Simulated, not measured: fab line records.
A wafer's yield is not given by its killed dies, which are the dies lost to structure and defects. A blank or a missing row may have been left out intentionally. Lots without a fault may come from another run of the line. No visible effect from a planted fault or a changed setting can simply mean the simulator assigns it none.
Which of the tools did it? / flow nand_harc / Sampling: 11 lots, 33 wafers, 5 of 1302 route steps

## WHAT EACH GAUGE READ, for each wafer
NHARC_END_SORT_01. Usual: killed_at_array 56, standard deviation 19; killed_at_other 1.0, standard deviation 1.3; killed_at_periphery 3.8, standard deviation 2.2; killed_dies 61, standard deviation 19; killed_open 3.1, standard deviation 1.9; killed_short 2.3, standard deviation 1.5.
lot=L666; measured=day 24 20:38; on=prober-02; killed_at_array=49 40 44; killed_at_other=0 1 0; killed_at_periphery=2 6 4; killed_dies=51 47 48; killed_open=2 5 2; killed_short=4 4 1; flag=
lot=L671; measured=day 26 00:35; on=prober-01; killed_at_array=43 49 45; killed_at_other=0 4 0; killed_at_periphery=4 5 3; killed_dies=47 58 48; killed_open=3 3 1; killed_short=1 3 2; flag=
lot=L669; measured=day 26 02:43; on=prober-02; killed_at_array=57 43 45; killed_at_other=0 0 0; killed_at_periphery=5 2 6; killed_dies=62 45 51; killed_open=4 2 2; killed_short=1 3 1; flag=
lot=L673; measured=day 27 10:25; on=prober-02; killed_at_array=76 79 79; killed_at_other=0 0 1; killed_at_periphery=5 6 7; killed_dies=81 85 87; killed_open=2 0 2; killed_short=2 4 2; flag=
lot=L678; measured=day 29 09:46; on=prober-01; killed_at_array=24 23 15; killed_at_other=1 1 0; killed_at_periphery=3 4 4; killed_dies=28 28 19; killed_open=2 2 4; killed_short=3 2 2; flag=
lot=L683; measured=day 31 20:24; on=prober-01; killed_at_array=450 377 446; killed_at_other=0 0 0; killed_at_periphery=3 6 6; killed_dies=453 383 452; killed_open=2 7 6; killed_short=4 1 1; flag=OFF
lot=L684; measured=day 32 00:27; on=prober-02; killed_at_array=456 373 462; killed_at_other=1 0 0; killed_at_periphery=2 2 0; killed_dies=459 375 462; killed_open=4 1 4; killed_short=0 0 2; flag=OFF
lot=L685; measured=day 32 05:02; on=prober-01; killed_at_array=88 96 75; killed_at_other=0 2 0; killed_at_periphery=5 4 3; killed_dies=93 102 78; killed_open=4 2 2; killed_short=1 1 1; flag=
lot=L686; measured=day 32 09:05; on=prober-02; killed_at_array=32 37 37; killed_at_other=0 2 3; killed_at_periphery=7 4 4; killed_dies=39 43 44; killed_open=2 4 6; killed_short=2 4 4; flag=
lot=L688; measured=day 33 03:59; on=prober-01; killed_at_array=45 45 50; killed_at_other=2 3 2; killed_at_periphery=4 5 1; killed_dies=51 53 53; killed_open=2 3 2; killed_short=5 3 3; flag=
lot=L689; measured=day 34 11:44; on=prober-02; killed_at_array=70 73 84; killed_at_other=0 1 3; killed_at_periphery=2 3 1; killed_dies=72 77 88; killed_open=1 3 5; killed_short=0 5 3; flag=

## TOOL THAT RAN EACH LOT (tool first, then ch and the chambers of the sampled wafers, then the start)
lot=L666; NHARC_A_STAIRCASE_DESCUM_186=rie_diel-12 ch 1,2,3, day 15 23:56; NHARC_A_STAIRCASE_TRIM_193=rie_diel-12 ch 0,1,3, day 16 01:19; NHARC_A_STAIRCASE_ETCH_199=rie_diel-02 ch 0,1,2, day 24 20:38 or earlier; NHARC_A_STAIRCASE_TRIM_202=rie_diel-02 ch 0,2, day 24 20:38 or earlier
lot=L671; NHARC_A_STAIRCASE_DESCUM_186=rie_diel-12 ch 2,3, day 17 11:20; NHARC_A_STAIRCASE_TRIM_193=rie_diel-12 ch 0,1, day 17 12:08; NHARC_A_STAIRCASE_ETCH_199=rie_diel-12 ch 1,2,3, day 26 00:35 or earlier; NHARC_A_STAIRCASE_TRIM_202=rie_diel-12 ch 1,2, day 26 00:35 or earlier
lot=L669; NHARC_A_STAIRCASE_DESCUM_186=rie_diel-04 ch 2,3, day 17 11:46; NHARC_A_STAIRCASE_TRIM_193=rie_diel-04 ch 0,3, day 17 12:35; NHARC_A_STAIRCASE_ETCH_199=rie_diel-04 ch 1,2, day 26 02:43 or earlier; NHARC_A_STAIRCASE_TRIM_202=rie_diel-04 ch 0,1,3, day 26 02:43 or earlier
lot=L673; NHARC_A_STAIRCASE_DESCUM_186=rie_diel-04 ch 2,3, day 18 19:14; NHARC_A_STAIRCASE_TRIM_193=rie_diel-04 ch 1,2,3, day 18 20:00; NHARC_A_STAIRCASE_ETCH_199=rie_diel-04 ch 2,3, day 27 10:25 or earlier; NHARC_A_STAIRCASE_TRIM_202=rie_diel-04 ch 0,2,3, day 27 10:25 or earlier
lot=L678; NHARC_A_STAIRCASE_DESCUM_186=rie_diel-12 ch 1,2, day 21 01:26; NHARC_A_STAIRCASE_TRIM_193=rie_diel-12 ch 2,3, day 21 02:12; NHARC_A_STAIRCASE_ETCH_199=rie_diel-12 ch 1,2, day 29 09:46 or earlier; NHARC_A_STAIRCASE_TRIM_202=rie_diel-12 ch 1,2, day 29 09:46 or earlier
lot=L683; NHARC_A_STAIRCASE_DESCUM_186=rie_diel-04 ch 0,1, day 22 14:19; NHARC_A_STAIRCASE_TRIM_193=rie_diel-04 ch 0,1,3, day 22 15:07; NHARC_A_STAIRCASE_ETCH_199=rie_diel-04 ch 1,3, day 31 20:24 or earlier; NHARC_A_STAIRCASE_TRIM_202=rie_diel-04 ch 0,1,3, day 31 20:24 or earlier
lot=L684; NHARC_A_STAIRCASE_DESCUM_186=rie_diel-04 ch 0,2, day 23 03:05; NHARC_A_STAIRCASE_TRIM_193=rie_diel-04 ch 0,3, day 23 03:55; NHARC_A_STAIRCASE_ETCH_199=rie_diel-04 ch 0,1,3, day 32 00:27 or earlier; NHARC_A_STAIRCASE_TRIM_202=rie_diel-04 ch 0,3, day 32 00:27 or earlier
lot=L685; NHARC_A_STAIRCASE_DESCUM_186=rie_diel-12 ch 1,2,3, day 23 07:01; NHARC_A_STAIRCASE_TRIM_193=rie_diel-12 ch 0,2,3, day 23 07:48; NHARC_A_STAIRCASE_ETCH_199=rie_diel-12 ch 0,1,2, day 32 05:02 or earlier; NHARC_A_STAIRCASE_TRIM_202=rie_diel-12 ch 0,2,3, day 32 05:02 or earlier
lot=L686; NHARC_A_STAIRCASE_DESCUM_186=rie_diel-12 ch 0,3, day 24 03:04; NHARC_A_STAIRCASE_TRIM_193=rie_diel-12 ch 1,2, day 24 03:51; NHARC_A_STAIRCASE_ETCH_199=rie_diel-12 ch 0,1,2, day 32 09:05 or earlier; NHARC_A_STAIRCASE_TRIM_202=rie_diel-12 ch 0,3, day 32 09:05 or earlier
lot=L688; NHARC_A_STAIRCASE_DESCUM_186=rie_diel-02 ch 1,2,3, day 24 20:23; NHARC_A_STAIRCASE_TRIM_193=rie_diel-02 ch 2,3, day 24 21:13; NHARC_A_STAIRCASE_ETCH_199=rie_diel-04 ch 2,3, day 33 03:59 or earlier; NHARC_A_STAIRCASE_TRIM_202=rie_diel-04 ch 0,3, day 33 03:59 or earlier
lot=L689; NHARC_A_STAIRCASE_DESCUM_186=rie_diel-12 ch 2,3, day 25 19:37; NHARC_A_STAIRCASE_TRIM_193=rie_diel-12 ch 0,1,2, day 25 21:15; NHARC_A_STAIRCASE_ETCH_199=rie_diel-04 ch 0,2,3, day 34 11:44 or earlier; NHARC_A_STAIRCASE_TRIM_202=rie_diel-04 ch 2,3, day 34 11:44 or earlier
- NHARC_A_STAIRCASE_DESCUM_186: chemistry O2, time 3 s.
- NHARC_A_STAIRCASE_TRIM_193: chemistry O2, time 211.2 s.
- NHARC_A_STAIRCASE_ETCH_199: etches the open film in C4F8/O2, target depth 100 nm, time 40.5 s.
- NHARC_A_STAIRCASE_TRIM_202: chemistry O2, time 211.2 s.

## AS READ BY THE TOOLS THEMSELVES (means over the sampled wafers that have a number; for cases with no such wafer, the mark the record gives instead)
NHARC_A_STAIRCASE_DESCUM_186. Usual: drypump_motor_current_A 5.9 A, standard deviation 0.5; oes_product_au 1.002 a.u., standard deviation 0.01; rf_vpp_V 58.0 V, standard deviation 0.91; showerhead_plenum_p_Torr 1.95 Torr, standard deviation 0.091; throttle_valve_pct 11.312 %, standard deviation 0.0091.
lot=L666; tool=rie_diel-12; drypump_motor_current_A (A)=6.0; oes_product_au (a.u.)=0.999; rf_vpp_V (V)=57.6; showerhead_plenum_p_Torr (Torr)=1.94; throttle_valve_pct (%)=11.323; flag=
lot=L671; tool=rie_diel-12; drypump_motor_current_A (A)=5.5; oes_product_au (a.u.)=1.003; rf_vpp_V (V)=57.7; showerhead_plenum_p_Torr (Torr)=1.89; throttle_valve_pct (%)=11.316; flag=
lot=L669; tool=rie_diel-04; drypump_motor_current_A (A)=6.1; oes_product_au (a.u.)=0.994; rf_vpp_V (V)=58.9; showerhead_plenum_p_Torr (Torr)=2.04; throttle_valve_pct (%)=11.317; flag=
lot=L673; tool=rie_diel-04; drypump_motor_current_A (A)=6.2; oes_product_au (a.u.)=0.999; rf_vpp_V (V)=58.5; showerhead_plenum_p_Torr (Torr)=2.06; throttle_valve_pct (%)=11.308; flag=
lot=L678; tool=rie_diel-12; drypump_motor_current_A (A)=6.2; oes_product_au (a.u.)=0.996; rf_vpp_V (V)=57.9; showerhead_plenum_p_Torr (Torr)=1.92; throttle_valve_pct (%)=11.308; flag=
lot=L683; tool=rie_diel-04; drypump_motor_current_A (A)=5.8; oes_product_au (a.u.)=1.001; rf_vpp_V (V)=58.7; showerhead_plenum_p_Torr (Torr)=1.99; throttle_valve_pct (%)=11.308; flag=
lot=L684; tool=rie_diel-04; drypump_motor_current_A (A)=5.6; oes_product_au (a.u.)=1.004; rf_vpp_V (V)=57.8; showerhead_plenum_p_Torr (Torr)=1.93; throttle_valve_pct (%)=11.317; flag=
lot=L685; tool=rie_diel-12; drypump_motor_current_A (A)=6.0; oes_product_au (a.u.)=1.002; rf_vpp_V (V)=57.4; showerhead_plenum_p_Torr (Torr)=1.92; throttle_valve_pct (%)=11.303; flag=
lot=L686; tool=rie_diel-12; drypump_motor_current_A (A)=5.9; oes_product_au (a.u.)=1.009; rf_vpp_V (V)=58.1; showerhead_plenum_p_Torr (Torr)=2.01; throttle_valve_pct (%)=11.318; flag=
lot=L688; tool=rie_diel-02; drypump_motor_current_A (A)=5.4; oes_product_au (a.u.)=1.001; rf_vpp_V (V)=58.4; showerhead_plenum_p_Torr (Torr)=1.92; throttle_valve_pct (%)=11.310; flag=
lot=L689; tool=rie_diel-12; drypump_motor_current_A (A)=5.5; oes_product_au (a.u.)=1.018; rf_vpp_V (V)=56.7; showerhead_plenum_p_Torr (Torr)=1.86; throttle_valve_pct (%)=11.313; flag=

NHARC_A_STAIRCASE_TRIM_193. Usual: drypump_motor_current_A 5.9 A, standard deviation 0.5; oes_product_au 1.001 a.u., standard deviation 0.011; rf_vpp_V 58.0 V, standard deviation 0.89; showerhead_plenum_p_Torr 3.60 Torr, standard deviation 0.15; throttle_valve_pct 17.036 %, standard deviation 0.0084.
lot=L666; tool=rie_diel-12; drypump_motor_current_A (A)=6.1; oes_product_au (a.u.)=0.993; rf_vpp_V (V)=57.7; showerhead_plenum_p_Torr (Torr)=3.54; throttle_valve_pct (%)=17.043; flag=
lot=L671; tool=rie_diel-12; drypump_motor_current_A (A)=6.1; oes_product_au (a.u.)=0.994; rf_vpp_V (V)=57.2; showerhead_plenum_p_Torr (Torr)=3.41; throttle_valve_pct (%)=17.036; flag=
lot=L669; tool=rie_diel-04; drypump_motor_current_A (A)=5.8; oes_product_au (a.u.)=1.000; rf_vpp_V (V)=58.5; showerhead_plenum_p_Torr (Torr)=3.64; throttle_valve_pct (%)=17.037; flag=
lot=L673; tool=rie_diel-04; drypump_motor_current_A (A)=6.1; oes_product_au (a.u.)=0.998; rf_vpp_V (V)=58.6; showerhead_plenum_p_Torr (Torr)=3.77; throttle_valve_pct (%)=17.031; flag=
lot=L678; tool=rie_diel-12; drypump_motor_current_A (A)=5.5; oes_product_au (a.u.)=1.010; rf_vpp_V (V)=57.4; showerhead_plenum_p_Torr (Torr)=3.47; throttle_valve_pct (%)=17.033; flag=
lot=L683; tool=rie_diel-04; drypump_motor_current_A (A)=5.8; oes_product_au (a.u.)=1.174; rf_vpp_V (V)=57.5; showerhead_plenum_p_Torr (Torr)=3.64; throttle_valve_pct (%)=17.035; flag=OFF
lot=L684; tool=rie_diel-04; drypump_motor_current_A (A)=5.8; oes_product_au (a.u.)=1.182; rf_vpp_V (V)=58.0; showerhead_plenum_p_Torr (Torr)=3.61; throttle_valve_pct (%)=17.038; flag=OFF
lot=L685; tool=rie_diel-12; drypump_motor_current_A (A)=5.7; oes_product_au (a.u.)=1.005; rf_vpp_V (V)=58.0; showerhead_plenum_p_Torr (Torr)=3.60; throttle_valve_pct (%)=17.035; flag=
lot=L686; tool=rie_diel-12; drypump_motor_current_A (A)=5.8; oes_product_au (a.u.)=1.010; rf_vpp_V (V)=57.1; showerhead_plenum_p_Torr (Torr)=3.44; throttle_valve_pct (%)=17.039; flag=
lot=L688; tool=rie_diel-02; drypump_motor_current_A (A)=5.6; oes_product_au (a.u.)=1.000; rf_vpp_V (V)=57.6; showerhead_plenum_p_Torr (Torr)=3.58; throttle_valve_pct (%)=17.024; flag=
lot=L689; tool=rie_diel-12; drypump_motor_current_A (A)=5.9; oes_product_au (a.u.)=1.010; rf_vpp_V (V)=58.1; showerhead_plenum_p_Torr (Torr)=3.58; throttle_valve_pct (%)=17.045; flag=

NHARC_A_STAIRCASE_ETCH_199. Usual: oes_product_au 0.944 a.u., standard deviation 0.015; rf_vpp_V 900 V, standard deviation 5.4.
lot=L666; tool=rie_diel-02; oes_product_au (a.u.)=0.927; rf_vpp_V (V)=898; flag=
lot=L671; tool=rie_diel-12; oes_product_au (a.u.)=0.943; rf_vpp_V (V)=898; flag=
lot=L669; tool=rie_diel-04; oes_product_au (a.u.)=0.943; rf_vpp_V (V)=906; flag=
lot=L673; tool=rie_diel-04; oes_product_au (a.u.)=0.937; rf_vpp_V (V)=904; flag=
lot=L678; tool=rie_diel-12; oes_product_au (a.u.)=0.950; rf_vpp_V (V)=896; flag=
lot=L683; tool=rie_diel-04; oes_product_au (a.u.)=0.947; rf_vpp_V (V)=903; flag=
lot=L684; tool=rie_diel-04; oes_product_au (a.u.)=0.937; rf_vpp_V (V)=900; flag=
lot=L685; tool=rie_diel-12; oes_product_au (a.u.)=0.940; rf_vpp_V (V)=898; flag=
lot=L686; tool=rie_diel-12; oes_product_au (a.u.)=0.954; rf_vpp_V (V)=899; flag=
lot=L688; tool=rie_diel-04; oes_product_au (a.u.)=0.919; rf_vpp_V (V)=903; flag=
lot=L689; tool=rie_diel-04; oes_product_au (a.u.)=0.951; rf_vpp_V (V)=899; flag=

NHARC_A_STAIRCASE_TRIM_202. Usual: drypump_motor_current_A 5.9 A, standard deviation 0.48; oes_product_au 1.001 a.u., standard deviation 0.012; rf_vpp_V 58.1 V, standard deviation 0.94; showerhead_plenum_p_Torr 3.62 Torr, standard deviation 0.15; throttle_valve_pct 17.037 %, standard deviation 0.0092.
lot=L666; tool=rie_diel-02; drypump_motor_current_A (A)=5.9; oes_product_au (a.u.)=0.995; rf_vpp_V (V)=57.4; showerhead_plenum_p_Torr (Torr)=3.58; throttle_valve_pct (%)=17.030; flag=
lot=L671; tool=rie_diel-12; drypump_motor_current_A (A)=6.2; oes_product_au (a.u.)=0.994; rf_vpp_V (V)=58.2; showerhead_plenum_p_Torr (Torr)=3.55; throttle_valve_pct (%)=17.038; flag=
lot=L669; tool=rie_diel-04; drypump_motor_current_A (A)=5.8; oes_product_au (a.u.)=0.998; rf_vpp_V (V)=58.4; showerhead_plenum_p_Torr (Torr)=3.66; throttle_valve_pct (%)=17.045; flag=
lot=L673; tool=rie_diel-04; drypump_motor_current_A (A)=5.9; oes_product_au (a.u.)=0.998; rf_vpp_V (V)=58.0; showerhead_plenum_p_Torr (Torr)=3.66; throttle_valve_pct (%)=17.031; flag=
lot=L678; tool=rie_diel-12; drypump_motor_current_A (A)=6.2; oes_product_au (a.u.)=0.997; rf_vpp_V (V)=58.1; showerhead_plenum_p_Torr (Torr)=3.54; throttle_valve_pct (%)=17.033; flag=
lot=L683; tool=rie_diel-04; drypump_motor_current_A (A)=5.8; oes_product_au (a.u.)=1.008; rf_vpp_V (V)=58.4; showerhead_plenum_p_Torr (Torr)=3.64; throttle_valve_pct (%)=17.031; flag=
lot=L684; tool=rie_diel-04; drypump_motor_current_A (A)=5.6; oes_product_au (a.u.)=1.005; rf_vpp_V (V)=58.3; showerhead_plenum_p_Torr (Torr)=3.53; throttle_valve_pct (%)=17.036; flag=
lot=L685; tool=rie_diel-12; drypump_motor_current_A (A)=5.7; oes_product_au (a.u.)=1.013; rf_vpp_V (V)=58.9; showerhead_plenum_p_Torr (Torr)=3.60; throttle_valve_pct (%)=17.041; flag=
lot=L686; tool=rie_diel-12; drypump_motor_current_A (A)=5.8; oes_product_au (a.u.)=1.014; rf_vpp_V (V)=58.8; showerhead_plenum_p_Torr (Torr)=3.74; throttle_valve_pct (%)=17.036; flag=
lot=L688; tool=rie_diel-04; drypump_motor_current_A (A)=5.6; oes_product_au (a.u.)=1.005; rf_vpp_V (V)=57.9; showerhead_plenum_p_Torr (Torr)=3.53; throttle_valve_pct (%)=17.029; flag=
lot=L689; tool=rie_diel-04; drypump_motor_current_A (A)=6.2; oes_product_au (a.u.)=0.995; rf_vpp_V (V)=58.8; showerhead_plenum_p_Torr (Torr)=3.74; throttle_valve_pct (%)=17.035; flag=

## THE ANSWER, worked out from the rows above alone
Rule: a lot is off if the mean of its wafers that have a number lies more than 3 standard deviations from the usual mean. A lot without any number at a reading at which 4 lots or more have one is off too. All remaining lots with rows at the step are treated as sound. Order of review: gauges by route order, followed by the tools' own readings, for which a lot's mean as printed above is used. At the first step where some lot is off, the reading lying furthest off is the one used; lots without a number count as furthest.
Off, at NHARC_END_SORT_01 on killed_at_array: L683, L684.
If a tool, at a process step before that reading, ran all the lots that are off and no sound lot after the first of them, it fits. The gauges at NHARC_END_SORT_01 aren't tried: what is off there is off at NHARC_A_STAIRCASE_TRIM_193 too, on other tools, and a gauge's error can't cause that. With no start given for some of its lots, NHARC_A_STAIRCASE_ETCH_199 uses the hours and lot order of NHARC_END_SORT_01. With no start given for some of its lots, NHARC_A_STAIRCASE_TRIM_202 uses the hours and lot order of NHARC_END_SORT_01. One candidate fits, namely rie_diel-04 at NHARC_A_STAIRCASE_DESCUM_186 and NHARC_A_STAIRCASE_TRIM_193. At NHARC_A_STAIRCASE_DESCUM_186 its last sound lot is L673 (day 18 19:14), its first lot that is off L683 (day 22 14:19): a fault that began between those two fits.

## WHAT THE SIMULATOR HAD INSERTED
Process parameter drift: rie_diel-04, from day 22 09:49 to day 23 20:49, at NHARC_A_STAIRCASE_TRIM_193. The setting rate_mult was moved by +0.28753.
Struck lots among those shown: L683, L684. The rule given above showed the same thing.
